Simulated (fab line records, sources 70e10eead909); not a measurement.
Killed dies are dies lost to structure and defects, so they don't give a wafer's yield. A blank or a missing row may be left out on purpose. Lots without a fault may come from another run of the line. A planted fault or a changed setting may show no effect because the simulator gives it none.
One fault seen from 3 desks | flow nand_harc | each desk has only its own numbers; what lay behind them comes last

THE TOOL OWNER'S DESK: pvd_sputter-03
The tool's own readings at NHARC_A_BONDPAD_PVD_27 (deposits Cu, target thk 30 nm, time 20.49 s): means of the sampled wafers that have a number, for each lot that ran on this tool. A lot is out of limits, marked OUT, if its mean lies more than 4 standard deviations from the usual mean; the brackets give that distance.
Columns: A = throttle_valve_pct at NHARC_A_BONDPAD_PVD_27, usual 29.9 %
lot  | first seen here | A
L482 | day 25 19:40    | 30.5
L481 | day 25 22:40    | 30.3
L483 | day 26 09:04    | 30.9
L484 | day 26 11:25    | 30.2
L486 | day 27 15:30    | 29.9
L495 | day 31 10:18    | 30.0
L498 | day 32 21:28    | 30.4
This desk's finding: nothing out of limits on any of the 7 lots.

THE METROLOGY DESK
What the gauges read, lot by lot, whatever tool the lot ran on: means of the sampled wafers that have a number. A lot is out of limits, marked OUT, if its mean lies more than 4 standard deviations from the usual mean; the brackets give that distance.
Columns: A = cd_nm at NHARC_THIN_TSV_CD_MEAS_37, usual 5000 nm
lot  | first seen here | A
L476 | day 24 20:17    | 4998
L479 | day 25 11:04    | 4996
L477 | day 25 12:17    | 5001
L480 | day 25 13:32    | 5003
L482 | day 26 17:10    | 4996
L481 | day 26 18:14    | 5001
L484 | day 27 05:56    | 4998
L483 | day 27 06:59    | 4997
L485 | day 28 07:43    | 4999
L486 | day 28 14:29    | 5004
L495 | day 32 10:11    | 5001
L497 | day 33 04:34    | 5001
L498 | day 33 18:33    | 4999
This desk's finding: nothing out of limits on any of the 13 lots.

THE DEFECT DESK
What the inspections along the route counted, lot by lot: means of the sampled wafers that have a number. A lot is out of limits, marked OUT, if its mean lies more than 4 standard deviations from the usual mean; the brackets give that distance.
Columns: A = raw_defect_count at NHARC_THIN_TSV_INSPECT_40, usual 558
lot  | first seen here | A
L476 | day 25 00:47    | 500
L477 | day 25 15:35    | 559
L479 | day 25 15:35    | 545
L480 | day 25 15:35    | 596
L481 | day 26 21:41    | 591
L482 | day 26 21:41    | 584
L483 | day 27 13:02    | 543
L484 | day 27 13:02    | 628
L485 | day 28 12:15    | 639
L486 | day 28 16:47    | 694
L495 | day 32 14:46    | 626
L497 | day 33 09:11    | 481
L498 | day 34 00:23    | 544
This desk's finding: nothing out of limits on any of the 13 lots.

PUT TOGETHER
The tool owner's desk saw nothing out of limits.
The metrology desk saw nothing out of limits.
The defect desk saw nothing out of limits.

WHAT THE SIMULATOR HAD PUT IN
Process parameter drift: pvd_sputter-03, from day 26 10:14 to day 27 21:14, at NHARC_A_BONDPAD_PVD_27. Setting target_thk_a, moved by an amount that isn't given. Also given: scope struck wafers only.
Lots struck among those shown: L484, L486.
